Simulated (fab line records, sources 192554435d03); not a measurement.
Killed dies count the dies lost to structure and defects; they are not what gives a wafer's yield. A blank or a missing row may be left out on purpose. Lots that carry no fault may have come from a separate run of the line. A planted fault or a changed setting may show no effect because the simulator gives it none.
Matching of chambers / flow n5Finfet / N5_DUMMY_GATE_ETCH_36 on rieDiel-06 has 4 sister chambers
The step etches SiARC in CF4, target depth 13 nm. 8 wafers are shown with their chamber, then 12 later ones without.

## WAFERS PAIRED WITH THEIR CHAMBERS
wafer=L079.6; chamber=3; showerheadPlenumPTorr (Torr)=2.12; drypumpMotorCurrentA (A)=5.89
wafer=L082.4; chamber=3; showerheadPlenumPTorr (Torr)=2.11; drypumpMotorCurrentA (A)=5.88
wafer=L091.4; chamber=1; showerheadPlenumPTorr (Torr)=2.21; drypumpMotorCurrentA (A)=5.72
wafer=L091.5; chamber=2; showerheadPlenumPTorr (Torr)=2.14; drypumpMotorCurrentA (A)=5.96
wafer=L091.6; chamber=0; showerheadPlenumPTorr (Torr)=2.10; drypumpMotorCurrentA (A)=5.86
wafer=L092.1; chamber=1; showerheadPlenumPTorr (Torr)=2.21; drypumpMotorCurrentA (A)=5.73
wafer=L092.2; chamber=0; showerheadPlenumPTorr (Torr)=2.10; drypumpMotorCurrentA (A)=5.87
wafer=L092.3; chamber=2; showerheadPlenumPTorr (Torr)=2.14; drypumpMotorCurrentA (A)=6.00

## WAFERS WITH NO CHAMBER GIVEN
wafer=L093.2; showerheadPlenumPTorr (Torr)=2.14; drypumpMotorCurrentA (A)=6.04
wafer=L093.3; showerheadPlenumPTorr (Torr)=2.10; drypumpMotorCurrentA (A)=5.84
wafer=L093.4; showerheadPlenumPTorr (Torr)=2.10; drypumpMotorCurrentA (A)=5.83
wafer=L094.2; showerheadPlenumPTorr (Torr)=2.10; drypumpMotorCurrentA (A)=5.87
wafer=L094.3; showerheadPlenumPTorr (Torr)=2.14; drypumpMotorCurrentA (A)=6.01
wafer=L094.4; showerheadPlenumPTorr (Torr)=2.14; drypumpMotorCurrentA (A)=6.03
wafer=L096.1; showerheadPlenumPTorr (Torr)=2.11; drypumpMotorCurrentA (A)=5.88
wafer=L096.2; showerheadPlenumPTorr (Torr)=2.20; drypumpMotorCurrentA (A)=5.71
wafer=L096.4; showerheadPlenumPTorr (Torr)=2.10; drypumpMotorCurrentA (A)=5.85
wafer=L097.3; showerheadPlenumPTorr (Torr)=2.10; drypumpMotorCurrentA (A)=5.88
wafer=L097.4; showerheadPlenumPTorr (Torr)=2.11; drypumpMotorCurrentA (A)=5.90
wafer=L097.5; showerheadPlenumPTorr (Torr)=2.20; drypumpMotorCurrentA (A)=5.72

## THE CHAMBER EACH PASSED THROUGH
wafer=L093.2; from the rows above=2; in truth=2
wafer=L093.3; from the rows above=0; in truth=0
wafer=L093.4; from the rows above=0; in truth=0
wafer=L094.2; from the rows above=0; in truth=0
wafer=L094.3; from the rows above=2; in truth=2
wafer=L094.4; from the rows above=2; in truth=2
wafer=L096.1; from the rows above=can't be placed: 3 or 0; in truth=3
wafer=L096.2; from the rows above=1; in truth=1
wafer=L096.4; from the rows above=0; in truth=0
wafer=L097.3; from the rows above=0; in truth=0
wafer=L097.4; from the rows above=can't be placed: 3 or 0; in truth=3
wafer=L097.5; from the rows above=1; in truth=1
Correct placement for 10 of the 12. Unplaceable from these rows: 2, with the true chamber sitting among the candidates in 2. Number placed wrongly: 0.
How it was worked out, from the rows above alone: a wafer's distance from a chamber is the root of the sum, over the readings, of the square of ((its reading less the chamber's mean) divided by the reading's scatter). The wafer belongs to the nearest chamber; if the next one is less than 2 further off, it can't be placed. The mean given for a chamber averages the wafers shown for that chamber. How the scatter is found: for the shown wafers, subtract from each reading the mean of its chamber, square and add these, divide the total by (wafers less chambers), then take the root.
